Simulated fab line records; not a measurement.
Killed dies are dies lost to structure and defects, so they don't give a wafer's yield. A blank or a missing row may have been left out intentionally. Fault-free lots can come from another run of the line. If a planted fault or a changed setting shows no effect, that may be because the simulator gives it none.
Matching of chambers || flow nandHarc || 4 sister chambers for NHARC_A_STAIRCASE_ETCH_169 on rieDiel-04
The step etches the open film in CH3F/O2, target depth 50 nm, time 107.1 s. 8 wafers are shown with their chamber, then 9 later ones without.

## EACH WAFER AND ITS CHAMBER
{"wafer": "L078.6", "chamber": 3, "drypumpMotorCurrentA (A)": 5.4, "showerheadPlenumPTorr (Torr)": 2.33}
{"wafer": "L083.1", "chamber": 0, "drypumpMotorCurrentA (A)": 6.0, "showerheadPlenumPTorr (Torr)": 2.48}
{"wafer": "L083.4", "chamber": 2, "drypumpMotorCurrentA (A)": 5.1, "showerheadPlenumPTorr (Torr)": 2.46}
{"wafer": "L086.3", "chamber": 3, "drypumpMotorCurrentA (A)": 5.4, "showerheadPlenumPTorr (Torr)": 2.32}
{"wafer": "L086.5", "chamber": 0, "drypumpMotorCurrentA (A)": 6.0, "showerheadPlenumPTorr (Torr)": 2.47}
{"wafer": "L087.3", "chamber": 2, "drypumpMotorCurrentA (A)": 5.2, "showerheadPlenumPTorr (Torr)": 2.45}
{"wafer": "L087.4", "chamber": 1, "drypumpMotorCurrentA (A)": 5.5, "showerheadPlenumPTorr (Torr)": 2.40}
{"wafer": "L087.5", "chamber": 1, "drypumpMotorCurrentA (A)": 5.5, "showerheadPlenumPTorr (Torr)": 2.40}

## WAFERS WITHOUT THEIR CHAMBER
{"wafer": "L088.1", "drypumpMotorCurrentA (A)": 6.0, "showerheadPlenumPTorr (Torr)": 2.47}
{"wafer": "L088.3", "drypumpMotorCurrentA (A)": 5.3, "showerheadPlenumPTorr (Torr)": 2.31}
{"wafer": "L088.4", "drypumpMotorCurrentA (A)": 5.4, "showerheadPlenumPTorr (Torr)": 2.31}
{"wafer": "L090.1", "drypumpMotorCurrentA (A)": 6.0, "showerheadPlenumPTorr (Torr)": 2.47}
{"wafer": "L090.3", "drypumpMotorCurrentA (A)": 5.5, "showerheadPlenumPTorr (Torr)": 2.39}
{"wafer": "L090.6", "drypumpMotorCurrentA (A)": 5.2, "showerheadPlenumPTorr (Torr)": 2.45}
{"wafer": "L096.4", "drypumpMotorCurrentA (A)": 5.5, "showerheadPlenumPTorr (Torr)": 2.39}
{"wafer": "L096.5", "drypumpMotorCurrentA (A)": 5.5, "showerheadPlenumPTorr (Torr)": 2.39}
{"wafer": "L096.6", "drypumpMotorCurrentA (A)": 6.0, "showerheadPlenumPTorr (Torr)": 2.46}

## EACH ONE'S CHAMBER
{"wafer": "L088.1", "from the rows above": 0, "in truth": 0}
{"wafer": "L088.3", "from the rows above": 3, "in truth": 3}
{"wafer": "L088.4", "from the rows above": 3, "in truth": 3}
{"wafer": "L090.1", "from the rows above": 0, "in truth": 0}
{"wafer": "L090.3", "from the rows above": 1, "in truth": 1}
{"wafer": "L090.6", "from the rows above": 2, "in truth": 2}
{"wafer": "L096.4", "from the rows above": 1, "in truth": 1}
{"wafer": "L096.5", "from the rows above": 1, "in truth": 1}
{"wafer": "L096.6", "from the rows above": 0, "in truth": 0}
Placed correctly: 9 of 9. Can't be placed from these rows: 0. Number placed wrongly: 0.
How it was worked out, from the rows above alone: a wafer's distance from a chamber is the root of the sum, over the readings, of the square of ((its reading less the chamber's mean) divided by the reading's scatter). The wafer belongs to the nearest chamber; if the next one is less than 2 further off, it can't be placed. For every chamber, the mean is computed from those of its wafers that are shown. The scatter: the root of (the sum of the squares of (reading less its chamber's mean) over the shown wafers, divided by (wafers less chambers)).
